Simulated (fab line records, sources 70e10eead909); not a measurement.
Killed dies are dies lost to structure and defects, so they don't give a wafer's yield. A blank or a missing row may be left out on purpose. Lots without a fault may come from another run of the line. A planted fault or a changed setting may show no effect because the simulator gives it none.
A struck lot beside a sound one | flow nand_harc | 15 steps out of a route of 1159
Sound: wafers L252.1, L252.2, L252.4. Struck: wafers L249.1, L249.4, L249.6. The cause comes at the end.
At each step with rows: each side's tool, then ch and its chambers, then its first start. Under that, the readings that differ: sound wafers | struck wafers | difference of the means | sigmas: that difference in standard deviations of wafers without a fault.
alike: readings whose means differ by less than 2 such deviations, and words and numbers that are the same on both sides. not compared: withheld readings, readings that some wafer has no value for, bounds like >300 that may hide the same value, and numbers for which the record gives no deviation and whose values overlap.
The two part at a step that has a row with sigmas, a row that says differs or no value, or rows on one side only. Numbers that don't overlap but have no deviation are shown without sigmas and don't part them. A reading that every wafer of one side lacks parts them only if that side has two wafers or more.

first, 7 steps without rows for these wafers: NHARC_P_ZERO_WELL_HMDS_17 (time 30 s); NHARC_P_ZERO_WELL_COAT_18; NHARC_P_ZERO_WELL_SOFTBAKE_19 (time 95 s); NHARC_P_ZERO_WELL_EBR_20; NHARC_P_ZERO_WELL_EXPOSE_21 (exposes mask P NWELL, target cd 720 nm); NHARC_P_ZERO_WELL_PEB_22 (peb time 85 s); NHARC_P_ZERO_WELL_DEVELOP_23 (time 70 s).
NHARC_P_ZERO_WELL_CD_MEAS_24: target cd 720 nm.
  sound on cd_sem-01 ch 0, day 7 02:28; struck on cd_sem-01 ch 0, day 6 08:35
  alike: cd_nm
then, 1 step without rows for these wafers: NHARC_P_ZERO_WELL_HARDBAKE_25 (time 80 s).
NHARC_P_ZERO_WELL_DESCUM_26: chemistry O2, time 3 s.
  sound on rie_diel-10 ch 0,2, day 7 02:38; struck on rie_diel-09 ch 0,1,2, day 6 08:46
  alike: drypump_motor_current_A, oes_product_au, rf_vpp_V, showerhead_plenum_p_Torr, throttle_valve_pct
  not compared: rf_hours_counter_h
then, 2 steps without rows for these wafers: NHARC_P_ZERO_WELL_IMPLANT_27; NHARC_P_ZERO_WELL_IMPLANT_57.
NHARC_P_ZERO_WELL_IMPLANT_58:
  sound on implanter-01 ch 0, day 7 03:09; struck on implanter-02, day 6 09:16
  no value came back on the struck wafers for beam_energy_keV, beam_on_s (s), end_station_pressure_torr (Torr), tilt_deg (degrees); on the sound wafers beam_energy_keV reads 99.948 99.976 99.962
then, 1 step without rows for these wafers: NHARC_P_ZERO_WELL_STRIP_28 (strips in SPM, time 840 s).
-- the record jumps here: 18 days lie between the struck wafers' starts before and after (it left off in module P_ZERO_WELL and takes up again in module END, whose first step shown is number 1159 of the route) --
NHARC_END_SORT_01:
  sound on prober-02 ch 0, day 24 14:35; struck on prober-02 ch 0, day 24 06:47
  reading             | sound    | struck      | difference | sigmas
  killed_at_periphery | 6 7 2    | 662 656 658 | +654       | +99 or more
  killed_dies         | 21 25 24 | 677 677 677 | +654       | +73
  alike: killed_at_array, killed_at_other, killed_open, killed_short

WHERE THEY PART
First at NHARC_P_ZERO_WELL_IMPLANT_58; last, within this record, at NHARC_END_SORT_01.

WHY: what the simulator had put in
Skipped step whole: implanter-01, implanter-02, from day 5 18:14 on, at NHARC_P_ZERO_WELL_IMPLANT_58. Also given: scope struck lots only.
